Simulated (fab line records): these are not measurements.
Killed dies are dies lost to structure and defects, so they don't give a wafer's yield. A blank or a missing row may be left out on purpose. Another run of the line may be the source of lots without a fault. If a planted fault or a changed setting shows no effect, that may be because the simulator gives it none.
Comparing a struck lot with a sound one    flow n5 finfet    25 steps out of a route of 1938
Sound: the wafers L624.4, L624.5. The struck wafers were L644.2, L644.4, L644.5. Last of all comes the cause.
At each step with rows: each side's tool, then ch and its chambers, then its first start. Under that, the readings that differ: sound wafers    struck wafers    difference of the means    sigmas: that difference in standard deviations of wafers without a fault.
alike: words and numbers the same on both sides, and readings whose means are apart by under 2 such deviations; not compared: readings that were withheld, readings missing a value for some wafer, numbers with overlapping values and no deviation given by the record, and bounds like >300 which may hide the same value.
The two part at a step that has a row with sigmas, a row that says differs or no value, or rows on one side only. Non-overlapping numbers with no deviation appear without sigmas and do not part them. Lack of a reading on every wafer of one side parts them only where that side has two or more wafers.

first, 1 step without rows for these wafers: N5_BEOL_M0_SAQP_PECVD_00 (deposits SiCN from 3MS/NH3, target thk 8 nm, time 14 s).
N5_BEOL_M0_SAQP_ILD_DEP_01: deposits SiOC from DEMS/O2, target thk 45.419 nm, time 8.7 s.
  sound on pecvd-03 ch 1,2, day 6 07:03; struck on pecvd-04 ch 0,2, day 11 03:49
reading                          sound        struck             difference  sigmas
showerhead plenum p Torr (Torr)  5.670 5.688  5.721 5.715 5.703  +0.034      +2
  alike: heater power outer w, heater power w, throttle valve pct
then, 1 step without rows for these wafers: N5_BEOL_M0_SAQP_HM_DEP_02 (deposits TiN, target thk 12 nm).
N5_BEOL_M0_SAQP_PECVD_03: deposits SiCN from 3MS/NH3, target thk 12 nm, time 21.1 s.
  sound on pecvd-02 ch 1,2, day 6 07:31; struck on pecvd-04 ch 1,2, day 11 03:59
  alike: showerhead plenum p Torr, throttle valve pct
then, 2 steps without rows for these wafers: N5_BEOL_M0_SAQP_PECVD_96 (deposits a-Si from SiH4/He, target thk 45 nm, time 45.2 s); N5_BEOL_M0_SAQP_PECVD_97 (deposits SiNx from SiH4/NH3/N2, target thk 23 nm, time 19.9 s).
N5_BEOL_M0_SAQP_PECVD_04: deposits a-Si from SiH4/He, target thk 60 nm, time 60.2 s.
  sound on pecvd-02 ch 1,2, day 6 07:39; struck on pecvd-04 ch 1,2, day 11 04:06
  alike: heater power outer w, heater power w, showerhead plenum p Torr, throttle valve pct
N5_BEOL_M0_SAQP_THK_MEAS_05:
  sound: film metro-01 at day 6 07:43; struck: film metro-02 at day 11 04:12
  alike: thk nm
N5_BEOL_M0_SAQP_HM_DEP_111: deposits SiO2 from SiH4/N2O, target thk 12 nm, time 7.2 s.
  sound on pecvd-02 ch 0,1, day 6 07:47; struck on pecvd-03 ch 1,2, day 11 04:14
  alike: heater power outer w, heater power w, showerhead plenum p Torr
then, 2 steps without rows for these wafers: N5_BEOL_M0_SAQP_COAT_81 (time 60 s, resist thk 100 nm); N5_BEOL_M0_SAQP_COAT_82 (time 60 s, resist thk 30 nm).
N5_BEOL_M0_SAQP_COAT_08: resist thk 90 nm.
  sound on litho track-04 ch 0, day 6 07:50; struck on litho track-05 ch 0, day 11 04:19
reading                                            sound          struck                difference  sigmas
spin speed rpm (rpm)                               1501.4 1499.3  1616.4 1615.9 1618.2  +116.5      +99 or more
model.CAR-ArF_of_BEOL_M0_SAQP_COAT_08.thk nm (nm)  90 90.2        86.6 86.6 86.8        -3.4        
then, 5 steps without rows for these wafers: N5_BEOL_M0_SAQP_EBR_10; N5_BEOL_M0_SAQP_SOFTBAKE_09 (time 60 s); N5_BEOL_M0_SAQP_EXPOSE_11 (exposes mask M0 CORE, target cd 42 nm); N5_BEOL_M0_SAQP_PEB_12 (peb time 60 s); N5_BEOL_M0_SAQP_DEVELOP_13 (develop time 30 s).
N5_BEOL_M0_SAQP_CD_MEAS_14: the cd target is 42.5 nm.
  sound on cd sem-03 ch 0, day 6 08:05; struck on cd sem-01 ch 0, day 11 04:41
  alike: cd nm
N5_BEOL_M0_SAQP_OVL_MEAS_15:
  sound on overlay-02 ch 0, day 6 08:07; struck on overlay-01 ch 0, day 11 04:43
  alike: M0_CORE_OVL
N5_BEOL_M0_SAQP_INSPECT_16: inspects for defects (brightfield).
  sound: defect inspect-01 at day 6 08:08; struck: defect inspect-02 at day 11 04:44
  alike: raw defect count
then, 1 step without rows for these wafers: N5_BEOL_M0_SAQP_DESCUM_19 (chemistry O2, time 7.9 s).
N5_BEOL_M0_SAQP_ETCH_83: etches SiARC in CF4, target depth 39 nm, time 65 s.
  sound on rie diel-01 ch 3, day 6 08:12; struck on rie diel-02 ch 0,2,3, day 11 04:59
reading                                            sound      struck          difference  sigmas
etch rf on time s (s)                              69.9 70.2  61.7 65.7 66.2  -5.5        -2
model.CAR-ArF_of_BEOL_M0_SAQP_COAT_08.thk nm (nm)  56 56.2    52 52 52.2      -4          
  alike: bias w, drypump motor current A, oes product au, rf vpp V, showerhead plenum p Torr, throttle valve pct
  not compared: rf hours counter h
N5_BEOL_M0_SAQP_ETCH_84: etches SOC in N2/H2, target depth 100 nm, overetch 20 nm, time 150 s.
  sound on rie diel-01 ch 3, day 6 08:15; struck on rie diel-02 ch 0,2,3, day 11 05:02
  alike: bias w, drypump motor current A, oes product au, rf vpp V, showerhead plenum p Torr, throttle valve pct
  not compared: rf hours counter h
-- a jump in the record: the struck wafers' starts before and after are 3 days apart (it breaks off in module BEOL_M0_SAQP and resumes in module BEOL_M4, where the first step shown is number 1111 of the route) --
N5_BEOL_M4_RC_MEAS_101:
  sound on prober-01 ch 0, day 8 13:37; struck on prober-02 ch 0, day 13 19:13
reading        sound    struck       difference  sigmas
ION_N (uA/um)  664 656  712 678 684  +31         +2
ION_P (uA/um)  450 448  479 470 466  +23         +2
  alike: DIBL_N, DIBL_P, IOFF_N, IOFF_P, SS_N, SS_P, VT_N, VT_P
-- here the record skips 4 days between the struck wafers' starts before and after, leaving off in module BEOL_M4 and picking up in module PASSIVATION (first step shown: number 1936 of the route) --
N5_PASSIVATION_PROBE_49:
  sound: prober-01 at day 12 22:15; struck: prober-01 at day 18 01:30
  alike: defect limited yield, killed_at_M0_to_M3, killed_at_M4_up, killed at contacts, killed at front end, killed at other, killed dies, killed open, killed short, sort_bin_4_leakage, sort_bin_5_function, sort_bin_6_memory, sort_bin_8_speed, sort n pass, sort yield pct

WHERE THEY PART
Last at N5_BEOL_M4_RC_MEAS_101 as far as this record goes, first at N5_BEOL_M0_SAQP_ILD_DEP_01. Later steps at which nothing parts them and some readings are alike: N5_PASSIVATION_PROBE_49.

WHY: the cause the simulator had injected
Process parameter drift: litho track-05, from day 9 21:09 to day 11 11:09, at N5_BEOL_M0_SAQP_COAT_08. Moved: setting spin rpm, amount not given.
